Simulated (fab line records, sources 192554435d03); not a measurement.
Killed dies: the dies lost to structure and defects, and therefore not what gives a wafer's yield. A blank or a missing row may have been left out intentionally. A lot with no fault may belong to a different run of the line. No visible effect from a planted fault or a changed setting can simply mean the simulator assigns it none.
Matching of chambers | flow n5-finfet | rie-diel-05 running N5_MOL_CONTACT_COAG_ETCHBACK_136: 4 sister chambers
The step etches SiO2 in CHF3, target depth 25 nm, time 16.7 s. 4 wafers are shown with their chamber, then 8 later ones without.

## WAFERS, EACH WITH ITS CHAMBER
wafer  | chamber | drypump-motor-current-A (A)
L084.2 | 2       | 5.9
L084.3 | 1       | 5.1
L084.6 | 0       | 6.4
L089.3 | 3       | 5.3

## WAFERS WITHOUT THEIR CHAMBER
wafer  | drypump-motor-current-A (A)
L089.5 | 5.3
L089.6 | 6.4
L090.1 | 5.3
L090.4 | 5.8
L090.5 | 5.3
L094.1 | 5.3
L094.4 | 5.1
L094.6 | 5.1

## CHAMBER TAKEN BY EACH
wafer  | from the rows above | in truth
L089.5 | 3                   | 3
L089.6 | 0                   | 0
L090.1 | 3                   | 3
L090.4 | 2                   | 2
L090.5 | 3                   | 3
L094.1 | 3                   | 3
L094.4 | 1                   | 1
L094.6 | 1                   | 1
8 of 8 placed correctly. Can't be placed from these rows: 0. Number placed wrongly: 0.
How it was worked out, from the rows above alone: a wafer's distance from a chamber is the root of the sum, over the readings, of the square of ((its reading less the chamber's mean) divided by the reading's scatter). The wafer belongs to the nearest chamber; if the next one is less than 2 further off, it can't be placed. For every chamber, the mean is computed from those of its wafers that are shown. The scatter (one wafer shown for each chamber): square how far every hidden wafer sits from the nearest shown wafer, average those squares and take the square root.
